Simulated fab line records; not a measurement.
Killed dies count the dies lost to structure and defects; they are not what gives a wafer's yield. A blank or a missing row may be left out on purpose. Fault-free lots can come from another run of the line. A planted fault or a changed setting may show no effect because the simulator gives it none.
The same fault as seen by 2 desks ; flow n5-finfet ; only its own numbers are on each desk; what lay behind them is given at the end

## TOOL OWNER'S DESK, rie-si-02
The tool's own readings at N5_FIN_SAQP_MANDREL_ETCH_58 (etches a-Si in HBr/Cl2, stops on SiNx, target depth 45 nm, bt time 10 s, time 27 s): means of the sampled wafers that have a number, for each lot that ran on this tool. Any lot whose mean is over 4 standard deviations away from the usual mean is out of limits and marked OUT; that distance is given in the brackets.
Columns: A = chamber-pressure-mTorr at N5_FIN_SAQP_MANDREL_ETCH_58, usual 10.001 mTorr; B = drypump-motor-current-A at N5_FIN_SAQP_MANDREL_ETCH_58, usual 5.9 A; C = oes-product-au at N5_FIN_SAQP_MANDREL_ETCH_58, usual 0.697 a.u.; D = rf-fwd-power-W at N5_FIN_SAQP_MANDREL_ETCH_58, usual 794.1 W; E = throttle-valve-pct at N5_FIN_SAQP_MANDREL_ETCH_58, usual 35.56 %
lot;first seen here;A;B;C;D;E
L277;day 2 08:29;9.994;5.9;0.693;795.3;35.57
L278;day 2 15:17;9.994;5.8;0.681;795.2;35.69
L281;day 3 07:11;9.995;5.8;0.703;634.9 (-59) OUT;35.43
Finding of this desk: L281 out of limits; the first was L281 at day 3 07:11, on rf-fwd-power-W at N5_FIN_SAQP_MANDREL_ETCH_58. Within limits: L277, L278.

## THE METROLOGY DESK
Lot by lot, what the gauges showed, no matter which tool ran the lot: averages of those sampled wafers that carry a number. Any lot whose mean is over 4 standard deviations away from the usual mean is out of limits and marked OUT; that distance is given in the brackets. Only the readings that lie furthest out on some lot appear, 7 of the 10 it has.
Columns: A = DIBL_N at N5_BEOL_M4_RC_MEAS_101, usual 36.0 mV/V; B = DIBL_P at N5_BEOL_M4_RC_MEAS_101, usual 36.2 mV/V; C = IOFF_N at N5_BEOL_M4_RC_MEAS_101, usual 0.16 nA/um; D = ION_N at N5_BEOL_M4_RC_MEAS_101, usual 672 uA/um; E = SS_N at N5_BEOL_M4_RC_MEAS_101, usual 71.4 mV/dec; F = VT_N at N5_BEOL_M4_RC_MEAS_101, usual 250 mV; G = VT_P at N5_BEOL_M4_RC_MEAS_101, usual -251 mV
lot;first seen here;A;B;C;D;E;F;G
L278;day 9 10:32;38.9;37.5;0.20;675;72.2;248;-248
L277;day 9 15:42;32.6;33.6;0.12;672;70.6;253;-253
L281;day 10 20:53;35.9;37.6;0.16;667;71.7;251;-252
L290;day 13 14:25;35.7;36.8;0.16;669;71.6;251;-253
L293;day 13 14:39;33.5;32.0;0.10;652;70.3;256;-253
L292;day 13 15:56;34.5;34.6;0.14;664;71.8;252;-252
L296;day 14 04:13;37.3;37.1;0.18;687;71.8;249;-252
L295;day 14 10:02;34.1;34.4;0.12;651;70.3;254;-252
L297;day 14 21:56;38.1;36.6;0.17;680;71.7;248;-244
Result from this desk: across the 9 lots, nothing is out of limits.

## TAKEN TOGETHER
On L281, at day 3 07:11, an alarm was possible from the tool owner's desk.
Nothing out of limits was seen by the metrology desk.
The metrology desk has L281 on record, within its limits.
Every lot named ran N5_FIN_SAQP_MANDREL_ETCH_58 on rie-si-02.

## WHAT THE SIMULATOR HAD PUT IN
rie-si-02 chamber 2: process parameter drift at N5_FIN_SAQP_MANDREL_ETCH_58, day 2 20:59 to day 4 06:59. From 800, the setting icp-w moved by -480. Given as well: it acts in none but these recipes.
Lots struck among those shown: L281.
Each desk's first reading out of limits, in hours after the fault started: the tool owner's desk, 10.
